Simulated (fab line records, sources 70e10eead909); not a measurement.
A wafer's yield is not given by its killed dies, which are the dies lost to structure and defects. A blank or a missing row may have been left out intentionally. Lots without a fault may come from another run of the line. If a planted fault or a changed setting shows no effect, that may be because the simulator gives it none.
fab line records + flow nand-harc + part 2 of 2: steps 22 to 31 of 31
record
- lots=5
- wafers=15
- last-day=33
route steps=1302 shown A_SLIT@932 A_SIN_REMOVE@947 A_WL_FILL@952
lots that met no fault: taken from a fault-free run of the same line
start-h: hours from the record's first day to the start of the lot's first wafer shown + wait-h: time in hours since the lot's previous step + " unchanged from the row above + L1.1+2: several wafers, shown together as one row + - either no value or no given start + * or withheld: withheld + < > ~ a bound
route shown NAME@n: names a module that has steps shown in the file, with the first one's number in the route + usual: mean/standard deviation of fault-free wafers + same: alike in all rows + chamber/n: place in a boat + sites: per-site readings + _std_site: standard deviation across them + _edge_site: the outer-site mean with the inner-site mean subtracted + radius-mm: for every site, how far away it sits from the centre of the wafer + mask NAME#n: copy n + behind: the tool/chamber that last shaped the wafer + hold: what put the lot on hold/how long, in hours/how the hold closed + device: whichever transistor did not switch (one of n, p or np) + end of line: at the end of the route, the tests of the same wafers + a step without rows: its recipe alone + killed: count of dies lost to structure and defects at first sort (not the wafer's yield) + map: per-die view of a wafer (x killed, . not killed, _ where there is no die)
set.NAME: the setting that was run; set.NAME@STEP: the one run at that earlier step + model.NAME: the simulator's own value behind a step, which no gauge read
lots at selected steps of the route; one table per step, one row per wafer
services: the hour from which a tool's chamber was out of use, counted from the record's first day as start-h (under 0 if before that day), plus the number of hours and why
## steps
# step NHARC_A_WL_FILL_ALD_02
# recipe
- target-thk-a=20
- pulse-time-s=3
- ald-cycles=100
- temp-c=450
- material=TiN
# usual
- heater-power-w=1068/99
- precursor-pulse-height-rel=0.998/0.019
| lot.wafer | tool         | chamber | start-h | wait-h | heater-power-w | precursor-pulse-height-rel |
|-----------|--------------|---------|---------|--------|----------------|----------------------------|
| L077.4    | ald-metal-02 | 3       | 509.28  | 0.1    | 1141           | 0.941                      |
| L077.1    | "            | 1       | "       | "      | 999            | 0.980                      |
| L077.5    | "            | 0       | "       | "      | 1352           | 1.015                      |
| L081.4    | ald-metal-04 | 0       | 538.42  | 0.1    | 986            | 1.006                      |
| L081.1    | "            | 2       | "       | "      | 958            | 0.981                      |
| L081.5    | "            | 0       | "       | "      | 986            | 0.997                      |
| L085.4    | ald-metal-04 | 3       | 572.71  | 0.1    | 1060           | 0.978                      |
| L085.2    | "            | 0       | "       | "      | 999            | 0.987                      |
| L085.1    | "            | 2       | "       | "      | 967            | 0.973                      |
| L087.3    | ald-metal-04 | 0       | 594.15  | 0.2    | 956            | 0.993                      |
| L087.1    | "            | 1       | "       | "      | 1094           | 1.012                      |
| L087.4    | "            | 2       | "       | "      | 966            | 1.007                      |
| L096.1    | ald-metal-03 | 1       | 677.84  | 0.2    | 1047           | 0.977                      |
| L096.3    | "            | 3       | "       | "      | 1075           | 1.055                      |
| L096.5    | "            | 2       | "       | "      | 1030           | 1.000                      |
# step NHARC_A_WL_FILL_CVD_03
# recipe
- target-thk-a=400
- temp-c=300
- pressure-torr=40
- wf6-flow-sccm=40
- h2-flow-sccm=1600
- ar-flow-sccm=1560
- time-s=279
- material=W
# usual
- heater-power-w=451/39
- mfc-wf6-sccm=40.00/0.11
- throttle-valve-pct=7.90/0.26
| lot.wafer | tool     | chamber | start-h | wait-h | heater-power-w | mfc-wf6-sccm | throttle-valve-pct |
|-----------|----------|---------|---------|--------|----------------|--------------|--------------------|
| L077.1    | cvd-w-02 | 1       | 509.71  | 0.1    | 434            | 39.90        | 7.68               |
| L077.4    | "        | 1       | "       | "      | 438            | 39.83        | 7.82               |
| L077.5    | "        | 1       | "       | "      | 437            | 39.81        | 7.71               |
| L081.1    | cvd-w-01 | 1       | 538.86  | 0.1    | 517            | 39.90        | 7.61               |
| L081.4    | "        | 0       | "       | "      | 456            | 40.15        | 7.86               |
| L081.5    | "        | 1       | "       | "      | 515            | 40.03        | 7.59               |
| L085.2    | cvd-w-02 | 1       | 573.15  | 0.1    | 445            | 39.98        | 8.03               |
| L085.1    | "        | 0       | "       | "      | 419            | 39.95        | 8.06               |
| L085.4    | "        | 0       | "       | "      | 424            | 40.10        | 8.14               |
| L087.1    | cvd-w-02 | 1       | 594.55  | 0.1    | 439            | 39.94        | 8.13               |
| L087.3    | "        | 1       | "       | "      | 440            | 39.81        | 8.15               |
| L087.4    | "        | 0       | "       | "      | 409            | 40.18        | 8.30               |
| L096.1    | cvd-w-02 | 1       | 678.28  | 0.1    | 429            | 39.99        | 8.30               |
| L096.3    | "        | 0       | "       | "      | 424            | 39.99        | 7.56               |
| L096.5    | "        | 0       | "       | "      | 412            | 40.22        | 7.87               |
# step NHARC_A_WL_FILL_ETCHBACK_04
# recipe
- target-depth-a=600
- time-s=120
- chemistry=NF3
# usual
- drypump-motor-current-A=5.54/0.29
- oes-product-au=0.997/0.0073
| lot.wafer | tool         | chamber | start-h | wait-h | drypump-motor-current-A | oes-product-au | rf-hours-counter-h |
|-----------|--------------|---------|---------|--------|-------------------------|----------------|--------------------|
| L077.1    | rie-metal-03 | 0       | 510.08  | 0.3    | 5.58                    | 1.000          | 2.6                |
| L077.4    | "            | 0       | "       | "      | 5.60                    | 0.992          | -                  |
| L077.5    | "            | 0       | "       | "      | 5.61                    | 0.999          | -                  |
| L081.1    | rie-metal-01 | 0       | 539.19  | 0.3    | 5.91                    | 1.002          | 2.6                |
| L081.4    | "            | 0       | "       | "      | 5.92                    | 1.008          | -                  |
| L081.5    | "            | 1       | "       | "      | 5.77                    | 0.995          | -                  |
| L085.1    | rie-metal-02 | 1       | 573.52  | 0.3    | 5.16                    | 1.006          | 2.7                |
| L085.2    | "            | 0       | "       | "      | 5.67                    | 0.987          | 1.2                |
| L085.4    | "            | 0       | "       | "      | 5.66                    | 0.990          | -                  |
| L087.1    | rie-metal-01 | 1       | 594.95  | 0.3    | 5.83                    | 0.997          | 0.3                |
| L087.3    | "            | 0       | "       | "      | 5.91                    | 0.994          | -                  |
| L087.4    | "            | 1       | "       | "      | 5.74                    | 0.996          | -                  |
| L096.1    | rie-metal-02 | 0       | 678.68  | 0.4    | 5.65                    | 0.983          | 0.7                |
| L096.3    | "            | 1       | "       | "      | 5.19                    | 1.003          | -                  |
| L096.5    | "            | 0       | "       | "      | 5.65                    | 1.003          | -                  |
# step NHARC_A_WL_FILL_ETCHBACK_05
# recipe
- target-depth-a=220
- time-s=60
- temp-c=40
- chemistry=Cl2/BCl3
# usual
- drypump-motor-current-A=5.54/0.28
- oes-product-au=1.000/0.0069
| lot.wafer | tool         | chamber | start-h | wait-h | drypump-motor-current-A | oes-product-au | rf-hours-counter-h |
|-----------|--------------|---------|---------|--------|-------------------------|----------------|--------------------|
| L077.1    | rie-metal-03 | 0       | 510.33  | 0.2    | 5.60                    | 0.997          | 2.8                |
| L077.4    | "            | 0       | "       | "      | 5.62                    | 1.007          | -                  |
| L077.5    | "            | 0       | "       | "      | 5.59                    | 1.005          | -                  |
| L081.1    | rie-metal-01 | 1       | 539.51  | 0.3    | 5.78                    | 0.992          | 2.8                |
| L081.4    | "            | 0       | "       | "      | 5.90                    | 1.010          | -                  |
| L081.5    | "            | 0       | "       | "      | 5.90                    | 1.008          | -                  |
| L085.1    | rie-metal-02 | 0       | 573.76  | 0.2    | 5.64                    | 0.996          | 1.4                |
| L085.2    | "            | 1       | "       | "      | 5.21                    | 1.012          | 2.9                |
| L085.4    | "            | 1       | "       | "      | 5.23                    | 1.004          | -                  |
| L087.1    | rie-metal-01 | 1       | 595.16  | 0.2    | 5.78                    | 1.002          | 0.4                |
| L087.4    | "            | 1       | "       | "      | 5.81                    | 1.002          | -                  |
| L087.3    | "            | 0       | "       | "      | 5.89                    | 0.993          | -                  |
| L096.1    | rie-metal-02 | 1       | 678.89  | 0.2    | 5.17                    | 0.998          | 0.8                |
| L096.3    | "            | 1       | "       | "      | 5.19                    | 1.000          | -                  |
| L096.5    | "            | 0       | "       | "      | 5.65                    | 0.995          | -                  |
# step NHARC_A_WL_FILL_STRIP_27
# recipe
- power-w=1500
- temp-c=250
- time-s=20
- chemistry=N2/H2
# usual
- drypump-motor-current-A=6.08/0.23
- heater-power-w=349/29
| lot.wafer | tool            | chamber | start-h | wait-h | drypump-motor-current-A | heater-power-w | rf-hours-counter-h |
|-----------|-----------------|---------|---------|--------|-------------------------|----------------|--------------------|
| L077.1    | plasma-asher-02 | 1       | 510.46  | 0.1    | 6.37                    | 312            | 16                 |
| L077.4    | "               | 0       | "       | "      | 6.04                    | 364            | -                  |
| L077.5    | "               | 0       | "       | "      | 6.08                    | 351            | -                  |
| L081.1    | plasma-asher-01 | 0       | 539.68  | 0.2    | 5.85                    | 364            | 2                  |
| L081.4    | "               | 1       | "       | "      | 5.86                    | 392            | -                  |
| L081.5    | "               | 0       | "       | "      | 5.84                    | 351            | -                  |
| L085.2    | plasma-asher-01 | 0       | 573.90  | 0.1    | 5.86                    | 358            | 7                  |
| L085.1    | "               | 1       | "       | "      | 5.85                    | 385            | 7                  |
| L085.4    | "               | 1       | "       | "      | 5.86                    | 374            | -                  |
| L087.1    | plasma-asher-02 | 1       | 595.32  | 0.1    | 6.41                    | 313            | 35                 |
| L087.4    | "               | 0       | "       | "      | 6.08                    | 360            | -                  |
| L087.3    | "               | 1       | "       | "      | 6.44                    | 306            | -                  |
| L096.1    | plasma-asher-01 | 0       | 679.07  | 0.2    | 5.84                    | 365            | 31                 |
| L096.3    | "               | 0       | "       | "      | 5.84                    | 363            | -                  |
| L096.5    | "               | 1       | "       | "      | 5.85                    | 389            | -                  |
# step NHARC_A_WL_FILL_STRIP_28
# recipe
- time-s=1200
- temp-c=72.5
- chemistry=post-etch-residue-remover
| lot.wafer  | tool         | chamber | start-h | wait-h |
|------------|--------------|---------|---------|--------|
| L077.5+4+1 | wet-bench-06 | 1,2,4   | 510.64  | 0.1    |
| L081.5+1+4 | wet-bench-05 | 1,2,4   | 539.85  | 0.1    |
| L085.4+2+1 | wet-bench-05 | 4,5,6   | 574.10  | 0.1    |
| L087.1+4+3 | wet-bench-06 | 4,0,1   | 595.47  | 0.1    |
| L096.5+3+1 | wet-bench-06 | 4,5,6   | 679.22  | 0.1    |
# step NHARC_A_WL_FILL_PRECLEAN_06
# recipe
- time-s=300
- chemistry=DIW
| lot.wafer  | tool         | chamber | start-h | wait-h |
|------------|--------------|---------|---------|--------|
| L077.5+4+1 | wet-bench-06 | 1,2,4   | -       | -      |
| L081.5+1+4 | wet-bench-05 | 1,2,4   | -       | -      |
| L085.4+2+1 | wet-bench-05 | 4,5,6   | -       | -      |
| L087.1+4+3 | wet-bench-06 | 4,0,1   | -       | -      |
| L096.5+3+1 | wet-bench-06 | 4,5,6   | -       | -      |
# step NHARC_A_WL_FILL_SRD_07
| lot.wafer  | tool         | chamber | start-h | wait-h |
|------------|--------------|---------|---------|--------|
| L077.5+4+1 | wet-bench-06 | 1,2,4   | -       | -      |
| L081.5+1+4 | wet-bench-05 | 1,2,4   | -       | -      |
| L085.4+2+1 | wet-bench-05 | 4,5,6   | -       | -      |
| L087.1+4+3 | wet-bench-06 | 4,0,1   | -       | -      |
| L096.5+3+1 | wet-bench-06 | 4,5,6   | -       | -      |
# step NHARC_A_WL_FILL_ANNEAL_08
# recipe
- temp-c=450
- time-s=1800
# usual
- spike-tc-upper-C=450.6/0.98
- zone-power-bottom-pct=6.9/0.75
| lot.wafer | tool       | chamber | start-h | wait-h | spike-tc-upper-C | zone-power-bottom-pct |
|-----------|------------|---------|---------|--------|------------------|-----------------------|
| L077.1    | furnace-08 | 0       | 513.86  | -      | 450.2            | 7.4                   |
| L077.4    | "          | 0       | "       | "      | 450.4            | 7.2                   |
| L077.5    | "          | 0       | "       | "      | 451.4            | 7.4                   |
| L081.1    | furnace-08 | 0       | 543.63  | -      | 449.9            | 7.3                   |
| L081.4    | "          | 0       | "       | "      | 451.4            | 7.3                   |
| L081.5    | "          | 0       | "       | "      | 450.3            | 7.2                   |
| L085.1    | furnace-08 | 0       | 577.30  | -      | 449.4            | 7.2                   |
| L085.2    | "          | 0       | "       | "      | 452.7            | 7.3                   |
| L085.4    | "          | 0       | "       | "      | 452.1            | 7.4                   |
| L087.1    | furnace-08 | 0       | 598.71  | -      | 451.2            | 7.2                   |
| L087.3    | "          | 0       | "       | "      | 449.4            | 7.2                   |
| L087.4    | "          | 0       | "       | "      | 450.6            | 7.2                   |
| L096.1    | furnace-02 | 0       | 679.92  | -      | 450.4            | 5.7                   |
| L096.3    | "          | 0       | "       | "      | 449.6            | 5.7                   |
| L096.5    | "          | 0       | "       | "      | 450.8            | 5.7                   |
# step NHARC_A_WL_FILL_ALD_10
# recipe
- target-thk-a=500
- pulse-time-s=10
- ald-cycles=500
- temp-c=300
- material=SiO2
# usual
- heater-power-w=455/41
- precursor-pulse-height-rel=0.999/0.021
| lot.wafer | tool      | chamber | start-h | wait-h | heater-power-w | precursor-pulse-height-rel |
|-----------|-----------|---------|---------|--------|----------------|----------------------------|
| L077.1    | ald-hk-01 | 3       | 515.88  | 0.6    | 397            | 0.972                      |
| L077.4    | "         | 0       | "       | "      | 386            | 1.011                      |
| L077.5    | "         | 3       | 517.93  | 2.6    | 398            | 0.996                      |
| L081.4    | ald-hk-01 | 1       | 545.64  | 0.6    | 499            | 1.003                      |
| L081.1    | "         | 2       | "       | "      | 434            | 0.997                      |
| L081.5    | "         | 0       | 547.17  | 2.1    | 400            | 0.995                      |
| L085.4    | ald-hk-04 | 1       | 580.86  | 2.1    | 457            | 0.962                      |
| L085.1    | "         | 2       | "       | "      | 438            | 1.005                      |
| L085.2    | "         | 3       | "       | "      | 464            | 0.971                      |
| L087.3    | ald-hk-04 | 3       | 600.72  | 0.6    | 464            | 0.990                      |
| L087.4    | "         | 0       | "       | "      | 473            | 0.985                      |
| L087.1    | "         | 1       | "       | "      | 447            | 1.031                      |
| L096.1    | ald-hk-04 | 3       | 681.43  | 0.1    | 468            | 0.982                      |
| L096.3    | "         | 2       | 682.97  | 1.6    | 452            | 1.014                      |
| L096.5    | "         | 3       | "       | "      | 454            | 0.967                      |
## services
| tool         | chamber | start-h | hours | kind   |
|--------------|---------|---------|-------|--------|
| furnace-08   | -       | 477.48  | 26.0  | pm     |
| rie-diel-08  | 2       | 478.28  | 7.9   | repair |
| rie-diel-06  | -       | 484.20  | 9.0   | pm     |
| ald-hk-04    | -       | 487.39  | 0.2   | repair |
| cvd-w-02     | 1       | 489.96  | 5.6   | repair |
| wet-bench-03 | -       | 496.77  | 7.6   | repair |
| rie-metal-01 | 0       | 497.64  | 2.9   | repair |
| rie-diel-06  | -       | 500.69  | 0.4   | repair |
| rie-metal-02 | 0       | 503.75  | 21.5  | repair |
| rie-metal-01 | -       | 509.82  | 1.4   | repair |
| rie-diel-04  | 0       | 522.14  | 4.0   | repair |
| rie-diel-04  | -       | 532.06  | 9.0   | pm     |
| rie-metal-02 | -       | 538.05  | 1.3   | repair |
| rie-diel-08  | -       | 545.47  | 9.0   | pm     |
| wet-bench-06 | -       | 546.22  | 8.0   | pm     |
| wet-bench-03 | -       | 562.40  | 8.0   | pm     |
| rie-metal-01 | -       | 575.00  | 9.0   | pm     |
| wet-bench-02 | -       | 596.00  | 8.0   | pm     |
| wet-bench-03 | -       | 610.47  | 3.2   | repair |
| wet-bench-05 | -       | 612.80  | 8.0   | pm     |
| ald-hk-04    | -       | 613.83  | 10.0  | pm     |
| rie-diel-06  | 0       | 618.48  | 38.4  | repair |
| wet-bench-06 | -       | 637.23  | 1.5   | repair |
| rie-diel-06  | -       | 661.20  | 9.0   | pm     |
